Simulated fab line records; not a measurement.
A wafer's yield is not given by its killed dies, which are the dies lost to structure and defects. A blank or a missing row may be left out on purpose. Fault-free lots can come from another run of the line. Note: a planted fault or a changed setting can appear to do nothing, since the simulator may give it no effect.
Which tool is to blame? :: flow nand_harc :: 13 lots with 39 wafers sampled at 5 steps, on a route of 1159 steps

## WHAT THE GAUGES SHOWED, per wafer
NHARC_P_CONTACT_INSPECT_14.
lot: L253
measured: day 5 22:07
on: defect_inspect-01
raw_defect_count: 6 4 5

lot: L256
measured: day 6 08:16
on: defect_inspect-01
raw_defect_count: 2 4 5

lot: L257
measured: day 6 08:52
on: defect_inspect-02
raw_defect_count: 3 2 4

lot: L259
measured: day 7 03:28
on: defect_inspect-01
raw_defect_count: 2 4 3

lot: L260
measured: day 7 07:59
on: defect_inspect-02
raw_defect_count: 3 2 4

lot: L263
measured: day 8 07:16
on: defect_inspect-01
raw_defect_count: 2 3 4

lot: L266
measured: day 8 20:08
on: defect_inspect-02
raw_defect_count: 3 1 3

lot: L264
measured: day 8 22:49
on: defect_inspect-02
raw_defect_count: 4 4 3

lot: L268
measured: day 9 15:16
on: defect_inspect-02
raw_defect_count: 810 865 823

lot: L269
measured: day 9 17:55
on: defect_inspect-01
raw_defect_count: 875 873 795

lot: L267
measured: day 9 21:35
on: defect_inspect-02
raw_defect_count: 805 858 837

lot: L270
measured: day 9 22:58
on: defect_inspect-02
raw_defect_count: 5 5 2

lot: L276
measured: day 11 03:28
on: defect_inspect-02
raw_defect_count: 8 7 3

NHARC_END_SORT_01.
lot: L263
measured: day 22 11:31
on: prober-01
killed_at_array: 18 27 14
killed_at_other: 0 0 0
killed_at_periphery: 3 1 4
killed_dies: 21 28 18
killed_open: 5 10 5
killed_short: 1 2 1

lot: L266
measured: day 22 19:25
on: prober-02
killed_at_array: 28 26 27
killed_at_other: 2 2 2
killed_at_periphery: 2 2 4
killed_dies: 32 30 33
killed_open: 2 1 2
killed_short: 3 2 0

lot: L268
measured: day 23 18:10
on: prober-01
killed_at_array: 14 22 23
killed_at_other: 0 0 1
killed_at_periphery: 453 458 454
killed_dies: 467 480 478
killed_open: 0 0 2
killed_short: 0 2 4

lot: L269
measured: day 23 11:13
on: prober-02
killed_at_array: 20 15 25
killed_at_other: 0 0 0
killed_at_periphery: 480 482 439
killed_dies: 500 497 464
killed_open: 4 1 1
killed_short: 2 1 3

lot: L267
measured: day 23 10:24
on: prober-01
killed_at_array: 33 23 29
killed_at_other: 1 0 0
killed_at_periphery: 445 461 457
killed_dies: 479 484 486
killed_open: 2 0 2
killed_short: 0 1 1

## WHAT TOOL EACH LOT RAN ON (gives the tool, then ch and the chambers of the sampled wafers, and finally the start)
lot: L253
NHARC_P_GATE_STRIP_113: plasma_asher-02 ch 0,1, day 5 17:46
NHARC_P_CONTACT_CMP_01: cmp-02 ch 0,1,2, day 5 21:10
NHARC_P_CONTACT_ETCH_31: rie_diel-08 ch 0,1,3, no start

lot: L256
NHARC_P_GATE_STRIP_113: plasma_asher-02 ch 0,1, day 6 04:05
NHARC_P_CONTACT_CMP_01: cmp-04 ch 0,1,2, day 6 07:18
NHARC_P_CONTACT_ETCH_31: rie_diel-11 ch 0,1,2, no start

lot: L257
NHARC_P_GATE_STRIP_113: plasma_asher-01 ch 0,1, day 6 04:46
NHARC_P_CONTACT_CMP_01: cmp-03 ch 1,2,3, day 6 07:55
NHARC_P_CONTACT_ETCH_31: rie_diel-11 ch 0,2,3, no start

lot: L259
NHARC_P_GATE_STRIP_113: plasma_asher-02 ch 0,1, day 6 23:04
NHARC_P_CONTACT_CMP_01: cmp-03 ch 0,1,3, day 7 02:35
NHARC_P_CONTACT_ETCH_31: rie_diel-08 ch 0,1, no start

lot: L260
NHARC_P_GATE_STRIP_113: plasma_asher-02 ch 0,1, day 7 03:42
NHARC_P_CONTACT_CMP_01: cmp-02 ch 0,1,2, day 7 07:02
NHARC_P_CONTACT_ETCH_31: rie_diel-08 ch 0,2,3, no start

lot: L263
NHARC_P_GATE_STRIP_113: plasma_asher-02 ch 0,1, day 8 02:58
NHARC_P_CONTACT_CMP_01: cmp-03 ch 1,2,3, day 8 06:19
NHARC_P_CONTACT_ETCH_31: rie_diel-08 ch 0,1,3, day 22 11:31 or earlier

lot: L266
NHARC_P_GATE_STRIP_113: plasma_asher-01 ch 0, day 8 15:46
NHARC_P_CONTACT_CMP_01: cmp-04 ch 0,1,3, day 8 19:12
NHARC_P_CONTACT_ETCH_31: rie_diel-04 ch 0,1,3, day 22 19:25 or earlier

lot: L264
NHARC_P_GATE_STRIP_113: plasma_asher-01 ch 0,1, day 8 18:40
NHARC_P_CONTACT_CMP_01: cmp-03 ch 0,1, day 8 21:52
NHARC_P_CONTACT_ETCH_31: rie_diel-08 ch 0,3, no start

lot: L268
NHARC_P_GATE_STRIP_113: plasma_asher-02 ch 0, day 9 10:45
NHARC_P_CONTACT_CMP_01: cmp-03 ch 1,2,3, day 9 14:22
NHARC_P_CONTACT_ETCH_31: rie_diel-04 ch 0,1,3, day 23 18:10 or earlier

lot: L269
NHARC_P_GATE_STRIP_113: plasma_asher-02 ch 0,1, day 9 13:40
NHARC_P_CONTACT_CMP_01: cmp-03 ch 1,2,3, day 9 17:08
NHARC_P_CONTACT_ETCH_31: rie_diel-08 ch 2,3, day 23 11:13 or earlier

lot: L267
NHARC_P_GATE_STRIP_113: plasma_asher-02 ch 0,1, day 9 17:10
NHARC_P_CONTACT_CMP_01: cmp-03 ch 1,2,3, day 9 20:38
NHARC_P_CONTACT_ETCH_31: rie_diel-04 ch 0,1,3, day 23 10:24 or earlier

lot: L270
NHARC_P_GATE_STRIP_113: plasma_asher-02 ch 0,1, day 9 18:37
NHARC_P_CONTACT_CMP_01: cmp-02 ch 0,2, day 9 22:07
NHARC_P_CONTACT_ETCH_31: rie_diel-04 ch 0,1,2, no start

lot: L276
NHARC_P_GATE_STRIP_113: plasma_asher-02 ch 1, day 10 23:13
NHARC_P_CONTACT_CMP_01: cmp-04 ch 0,1,3, day 11 02:38
NHARC_P_CONTACT_ETCH_31: rie_diel-11 ch 0,2, no start
- NHARC_P_GATE_STRIP_113: strips in N2/H2, time 740 s.
- NHARC_P_CONTACT_CMP_01: polishes SiO2, target thk 200 nm.
- NHARC_P_CONTACT_ETCH_31: etches the open film in CH3F/O2, target depth 30 nm, time 85.7 s.

## AS READ BY THE TOOLS THEMSELVES (means over the sampled wafers that have a number; for cases with no such wafer, the mark the record gives instead)
NHARC_P_GATE_STRIP_113.
lot: L253
tool: plasma_asher-02
drypump_motor_current_A (A): 5.5
heater_power_w (W): 96

lot: L256
tool: plasma_asher-02
drypump_motor_current_A (A): 6.0
heater_power_w (W): 98

lot: L257
tool: plasma_asher-01
drypump_motor_current_A (A): 5.5
heater_power_w (W): 86

lot: L259
tool: plasma_asher-02
drypump_motor_current_A (A): 5.6
heater_power_w (W): 95

lot: L260
tool: plasma_asher-02
drypump_motor_current_A (A): 6.0
heater_power_w (W): 99

lot: L263
tool: plasma_asher-02
drypump_motor_current_A (A): 6.0
heater_power_w (W): 99

lot: L266
tool: plasma_asher-01
drypump_motor_current_A (A): 5.2
heater_power_w (W): 83

lot: L264
tool: plasma_asher-01
drypump_motor_current_A (A): 5.5
heater_power_w (W): 86

lot: L268
tool: plasma_asher-02
drypump_motor_current_A (A): 6.4
heater_power_w (W): 93

lot: L269
tool: plasma_asher-02
drypump_motor_current_A (A): 6.0
heater_power_w (W): 96

lot: L267
tool: plasma_asher-02
drypump_motor_current_A (A): 5.9
heater_power_w (W): 95

lot: L270
tool: plasma_asher-02
drypump_motor_current_A (A): 6.0
heater_power_w (W): 97

lot: L276
tool: plasma_asher-02
drypump_motor_current_A (A): 5.1
heater_power_w (W): 97

NHARC_P_CONTACT_CMP_01.
lot: L253
tool: cmp-02
edge_zone_pressure_frac: 1.003
motor_current_A (A): 12.2

lot: L256
tool: cmp-04
edge_zone_pressure_frac: 0.998
motor_current_A (A): 11.6

lot: L257
tool: cmp-03
edge_zone_pressure_frac: 1.001
motor_current_A (A): 13.0

lot: L259
tool: cmp-03
edge_zone_pressure_frac: 1.001
motor_current_A (A): 12.2

lot: L260
tool: cmp-02
edge_zone_pressure_frac: 1.001
motor_current_A (A): 12.3

lot: L263
tool: cmp-03
edge_zone_pressure_frac: 0.995
motor_current_A (A): 12.4

lot: L266
tool: cmp-04
edge_zone_pressure_frac: 0.998
motor_current_A (A): 13.1

lot: L264
tool: cmp-03
edge_zone_pressure_frac: 1.005
motor_current_A (A): 11.8

lot: L268
tool: cmp-03
edge_zone_pressure_frac: 0.999
motor_current_A (A): 12.8

lot: L269
tool: cmp-03
edge_zone_pressure_frac: 0.999
motor_current_A (A): 12.5

lot: L267
tool: cmp-03
edge_zone_pressure_frac: 1.002
motor_current_A (A): 13.0

lot: L270
tool: cmp-02
edge_zone_pressure_frac: 1.009
motor_current_A (A): 11.6

lot: L276
tool: cmp-04
edge_zone_pressure_frac: 0.997
motor_current_A (A): 12.8

NHARC_P_CONTACT_ETCH_31.
lot: L253
tool: rie_diel-08
drypump_motor_current_A (A): 5.65
oes_product_au (a.u.): 0.983
rf_vpp_V (V): 244.2
showerhead_plenum_p_Torr (Torr): 2.45
throttle_valve_pct (%): 20.663

lot: L256
tool: rie_diel-11
drypump_motor_current_A (A): 6.03
oes_product_au (a.u.): 0.982
rf_vpp_V (V): 244.5
showerhead_plenum_p_Torr (Torr): 2.44
throttle_valve_pct (%): 20.666

lot: L257
tool: rie_diel-11
drypump_motor_current_A (A): 6.16
oes_product_au (a.u.): 0.970
rf_vpp_V (V): 243.8
showerhead_plenum_p_Torr (Torr): 2.40
throttle_valve_pct (%): 20.672

lot: L259
tool: rie_diel-08
drypump_motor_current_A (A): 5.57
oes_product_au (a.u.): 0.987
rf_vpp_V (V): 244.9
showerhead_plenum_p_Torr (Torr): 2.46
throttle_valve_pct (%): 20.667

lot: L260
tool: rie_diel-08
drypump_motor_current_A (A): 5.88
oes_product_au (a.u.): 0.982
rf_vpp_V (V): 242.8
showerhead_plenum_p_Torr (Torr): 2.40
throttle_valve_pct (%): 20.659

lot: L263
tool: rie_diel-08
drypump_motor_current_A (A): 5.64
oes_product_au (a.u.): 0.974
rf_vpp_V (V): 243.2
showerhead_plenum_p_Torr (Torr): 2.45
throttle_valve_pct (%): 20.650

lot: L266
tool: rie_diel-04
drypump_motor_current_A (A): 5.73
oes_product_au (a.u.): 0.976
rf_vpp_V (V): 244.3
showerhead_plenum_p_Torr (Torr): 2.41
throttle_valve_pct (%): 20.661

lot: L264
tool: rie_diel-08
drypump_motor_current_A (A): 5.72
oes_product_au (a.u.): 0.976
rf_vpp_V (V): 244.3
showerhead_plenum_p_Torr (Torr): 2.43
throttle_valve_pct (%): 20.666

lot: L268
tool: rie_diel-04
drypump_motor_current_A (A): 5.75
oes_product_au (a.u.): 0.992
rf_vpp_V (V): 243.7
showerhead_plenum_p_Torr (Torr): 2.41
throttle_valve_pct (%): 20.654

lot: L269
tool: rie_diel-08
drypump_motor_current_A (A): 5.73
oes_product_au (a.u.): 0.973
rf_vpp_V (V): 243.0
showerhead_plenum_p_Torr (Torr): 2.38
throttle_valve_pct (%): 20.660

lot: L267
tool: rie_diel-04
drypump_motor_current_A (A): 5.75
oes_product_au (a.u.): 0.987
rf_vpp_V (V): 243.4
showerhead_plenum_p_Torr (Torr): 2.41
throttle_valve_pct (%): 20.658

lot: L270
tool: rie_diel-04
drypump_motor_current_A (A): 5.65
oes_product_au (a.u.): 0.988
rf_vpp_V (V): 244.6
showerhead_plenum_p_Torr (Torr): 2.48
throttle_valve_pct (%): 20.654

lot: L276
tool: rie_diel-11
drypump_motor_current_A (A): 6.19
oes_product_au (a.u.): 0.989
rf_vpp_V (V): 242.6
showerhead_plenum_p_Torr (Torr): 2.36
throttle_valve_pct (%): 20.659

## THE ANSWER, worked out from the rows above alone
Rule: what is usual is taken from the lots themselves. Put in order of their means at a reading, lots are off if they are a third of the lots or fewer, leave a main group of 4 or more, and stand apart from it by a gap of 3 or more times the standard deviation of the main group's means; of several such gaps the widest counts. A main group whose means are all the same, to the digits that the tables above print for the reading, isn't used. Also off: a lot with no number at a reading for which 4 or more lots have one. Where the step has rows for the other lots, those lots are counted as sound. After the gauges, taken in route order, come the tools' own readings; for these a lot's mean is taken, as printed above. The first step at which some lot is off is used, and at that step the reading that is off furthest; a lot without a number counts as furthest.
Off: L268, L269, L267 (NHARC_P_CONTACT_INSPECT_14, raw_defect_count). For the main group the mean is 3.7 and the standard deviation 1.
If a tool, at a process step before that reading, ran all the lots that are off and no sound lot after the first of them, it fits. The gauges at NHARC_P_CONTACT_INSPECT_14 are tried like those tools. One candidate fits, namely cmp-03 at NHARC_P_CONTACT_CMP_01. Its last sound lot is L264 (day 8 21:52), its first lot that is off L268 (day 9 14:22): a fault that began between those two fits.

## WHAT THE SIMULATOR HAD PUT IN
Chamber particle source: cmp-03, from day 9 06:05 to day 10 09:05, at NHARC_P_CONTACT_CMP_01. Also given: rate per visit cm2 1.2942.
Shown lots that were struck: L268, L269, L267. The rule above found the same.
